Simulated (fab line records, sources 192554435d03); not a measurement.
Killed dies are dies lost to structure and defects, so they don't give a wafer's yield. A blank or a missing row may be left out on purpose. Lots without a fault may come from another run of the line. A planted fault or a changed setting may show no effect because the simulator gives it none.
Which tool did it? | flow n5_finfet | 24 lots, 72 wafers sampled, at 1 step of a route of 1938

WHAT THE GAUGES READ, wafer by wafer
N5_FIN_SAQP_THK_MEAS_05.
lot  | measured    | on            | thk_nm (nm)
L074 | day 1 21:33 | film_metro-02 | 38.3 38.3 38.8
L075 | day 2 04:37 | film_metro-02 | 37.9 38.5 38.7
L076 | day 2 10:34 | film_metro-01 | 38.2 39.0 38.1
L077 | day 2 16:15 | film_metro-01 | 39.4 38.9 38.4
L078 | day 2 22:41 | film_metro-01 | 37.6 38.4 38.3
L079 | day 3 03:25 | film_metro-02 | 38.3 38.3 38.2
L080 | day 3 09:31 | film_metro-01 | 37.7 37.7 38.3
L081 | day 3 15:01 | film_metro-02 | 37.6 39.3 38.8
L082 | day 3 21:55 | film_metro-01 | 37.4 38.0 38.6
L083 | day 4 04:09 | film_metro-02 | 37.6 38.1 38.2
L084 | day 4 10:04 | film_metro-02 | 38.0 38.6 38.4
L085 | day 4 15:39 | film_metro-02 | 38.2 38.7 38.4
L086 | day 5 00:14 | film_metro-01 | 37.1 37.9 38.0
L087 | day 5 04:01 | film_metro-02 | 38.3 38.7 38.8
L088 | day 5 10:47 | film_metro-01 | 38.2 37.7 38.2
L089 | day 5 15:46 | film_metro-02 | 37.2 38.1 38.1
L090 | day 5 21:35 | film_metro-02 | 37.9 37.5 39.0
L091 | day 6 04:11 | film_metro-01 | 37.9 38.2 39.0
L092 | day 6 09:51 | film_metro-02 | 37.4 37.0 38.4
L093 | day 6 15:38 | film_metro-02 | 38.1 37.7 37.9
L094 | day 6 23:36 | film_metro-01 | 37.0 37.9 37.9
L095 | day 7 03:51 | film_metro-02 | 38.2 38.7 38.0
L096 | day 7 09:12 | film_metro-01 | 37.6 37.4 38.7
L097 | day 7 14:35 | film_metro-01 | 38.2 37.7 38.3

WHICH TOOL RAN EACH LOT (tool, then ch and the chambers of the sampled wafers, then the start)
The record holds no process step before these readings.

WHAT THE TOOLS THEMSELVES READ (means of the sampled wafers that have a number; where no wafer has one, the mark that the record gives instead)
The record holds no such reading with a usual standard deviation.

THE ANSWER, worked out from the rows above alone
Rule: what is usual is taken from the lots themselves. Put in order of their means at a reading, lots are off if they are a third of the lots or fewer, leave a main group of 4 or more, and stand apart from it by a gap of 3 or more times the standard deviation of the main group's means; of several such gaps the widest counts. A main group whose means are all the same, to the digits that the tables above print for the reading, isn't used. A lot without any number at a reading at which 4 lots or more have one is off too. The other lots that the step has rows for count as sound. The gauges are gone through in route order, then the tools' own readings, and for those a lot's mean is taken as printed above. The first step at which some lot is off is used, and at that step the reading that is off furthest; a lot without a number counts as furthest.
No lot is off at any reading shown: from this, nothing can be told.

WHAT THE SIMULATOR HAD PUT IN
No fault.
